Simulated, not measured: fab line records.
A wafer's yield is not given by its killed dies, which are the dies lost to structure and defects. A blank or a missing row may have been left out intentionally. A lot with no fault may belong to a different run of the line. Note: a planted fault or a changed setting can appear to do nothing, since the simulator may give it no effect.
A struck lot beside a sound one | flow n5-finfet | 19 steps out of a route of 1938
Sound: the wafers L601.2, L601.4, L601.6. Wafers L588.1, L588.5, L588.6 were the ones struck. Last of all comes the cause.
Each step with rows lists, per side, the tool, then ch with its chambers, then its first start. Under that, the readings that differ: sound wafers | struck wafers | difference of the means | sigmas: that difference in standard deviations of wafers without a fault.
alike: words and numbers the same on both sides, and readings whose means are apart by under 2 such deviations; not compared: readings that were withheld, readings missing a value for some wafer, numbers with overlapping values and no deviation given by the record, and bounds like >300 which may hide the same value.
The two part at a step that has a row with sigmas, a row that says differs or no value, or rows on one side only. Numbers that don't overlap but have no deviation are shown without sigmas and don't part them. A reading that every wafer of one side lacks parts them only if that side has two wafers or more.

first, 9 steps without rows for these wafers: N5_SD_EPI_N_COAT_33 (time 60 s, resist thk 35 nm); N5_SD_EPI_N_COAT_03 (resist thk 150 nm); N5_SD_EPI_N_EBR_05; N5_SD_EPI_N_SOFTBAKE_04 (time 60 s); N5_SD_EPI_N_EXPOSE_06 (exposes mask SD N BLK, target cd 120 nm); N5_SD_EPI_N_PEB_07 (peb time 60 s); N5_SD_EPI_N_DEVELOP_08 (develop time 30 s); N5_SD_EPI_N_DESCUM_14 (chemistry O2, time 7.9 s); N5_SD_EPI_N_ETCH_34 (etches SiARC in CF4, target depth 45.5 nm, time 75.8 s).
N5_SD_EPI_N_ETCH_35: etches SOC in N2/H2, overetch 108 nm, time 486 s.
  sound on rie-diel-05 ch 1,2, day 8 16:10; struck on rie-diel-05 ch 0,1, day 5 06:20
  no value came back on the struck wafers for any of 8 readings (bias-w (W), chamber-pressure-mTorr (mTorr) and others); on the sound wafers bias-w (W) reads 132.3 133.6 133.9
  reading                                             | sound             | struck            | difference | sigmas
  model.CAR-ArF-block_of_SD_EPI_N_COAT_03.thk-nm (nm) | 0 0 0             | 111.6 111.4 111.4 | +111.5     |
  model.SiARC_of_SD_EPI_N_COAT_33.thk-nm (nm)         | 18.8 20 20.2      | 35 35 34.8        | +15        |
  model.SD_EPI_N.cd-nm (nm)                           | 116.6 115.6 115.8 | 120.4 119.8 120.4 | +4.2       |
  not compared: rf-hours-counter-h
then, 1 step without rows for these wafers: N5_SD_EPI_N_STRIP_36 (strips in N2/H2).
N5_SD_EPI_N_ETCHBACK_44: etches SiNx in CH3F/O2, stops on SiO2, target depth 14.5 nm.
  sound on rie-diel-05 ch 1,2, day 8 16:29; struck on rie-diel-05 ch 0,1, day 5 06:39
  reading               | sound          | struck         | difference | sigmas
  oes-product-au (a.u.) | 0.71 0.62 0.62 | 0.33 0.32 0.26 | -0.35      | -5
  alike: drypump-motor-current-A, rf-vpp-V, showerhead-plenum-p-Torr, throttle-valve-pct
  not compared: rf-hours-counter-h
then, 1 step without rows for these wafers: N5_SD_EPI_N_ETCH_45 (etches SiOCN in CH3F/O2, target depth 6 nm).
N5_SD_EPI_N_ETCH_16: etches SiO2 in CHF3/O2, target depth 5 nm.
  sound on rie-diel-05 ch 1,2, day 8 16:41; struck on rie-diel-05 ch 0,1, day 5 06:51
  reading                                     | sound        | struck       | difference | sigmas
  model.SiARC_of_SD_EPI_N_COAT_33.thk-nm (nm) | 11.2 12.8 13 | 27 27.2 27.6 | +15        |
  alike: CHF3_flow_sccm, O2_flow_sccm, drypump-motor-current-A, oes-product-au, rf-vpp-V, showerhead-plenum-p-Torr, throttle-valve-pct
  not compared: rf-hours-counter-h
then, 1 step without rows for these wafers: N5_SD_EPI_N_STRIP_47 (strips in CHF3/O2).
N5_SD_EPI_N_SD_RECESS_17: chemistry HBr/Cl2/O2, target depth 41 nm, time 23.7 s, bt time 3 s.
  sound on rie-si-04 ch 1,2, day 8 16:46; struck on rie-si-04 ch 0,2,3, day 5 06:55
  reading                   | sound           | struck          | difference | sigmas
  model.SD_EPI_N.cd-nm (nm) | 116.4 115.8 116 | 120.4 119.6 120 | +3.9       |
  alike: drypump-motor-current-A, mfc-cl2-sccm, oes-product-au, throttle-valve-pct
  not compared: rf-hours-counter-h
then, 1 step without rows for these wafers: N5_SD_EPI_N_STRIP_38 (strips in N2/H2).
N5_BEOL_M4_RC_MEAS_101:
  the record has rows for the sound wafers here (prober-01 ch 0, day 14 22:55) and none for the struck ones
-- a jump in the record: the struck wafers' starts before and after are 10 days apart (it breaks off in module BEOL_M4 and resumes in module PASSIVATION, where the first step shown is number 1936 of the route) --
N5_PASSIVATION_PROBE_49:
  sound on prober-02 at day 19 11:15; struck on prober-02 at day 15 17:36
  reading                  | sound          | struck         | difference | sigmas
  defect-limited-yield (%) | 90.4 89.9 88.5 | 0 0 0          | -90        | -64
  killed-at-front-end      | 41 44 57       | 1121 1118 1110 | +1069      | +97
  killed-dies              | 113 119 136    | 1180 1180 1180 | +1057      | +62
  killed-on-rim            | 21 13 19       | 152 152 152    | +134       | +34
  sort_bin_5_function (%)  | 5.3 6.8 7.5    | 97.0 95.8 96.4 | +89.9      | +90
  sort-n-pass              | 1067 1061 1044 | 0 0 0          | -1057      | -56
  sort-yield-pct (%)       | 90.4 89.9 88.5 | 0 0 0          | -90        | -56
  alike: killed_at_M0_to_M3, killed_at_M4_up, killed-at-contacts, killed-at-other, killed-open, killed-short, sort_bin_6_memory

== WHERE THEY PART ==
Earliest at N5_SD_EPI_N_ETCH_35; latest, in this record, at N5_PASSIVATION_PROBE_49.

WHY: the cause the simulator had injected
Beginning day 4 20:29, the whole step at N5_SD_EPI_N_ETCH_35 was skipped on rie-diel-05. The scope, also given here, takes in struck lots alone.
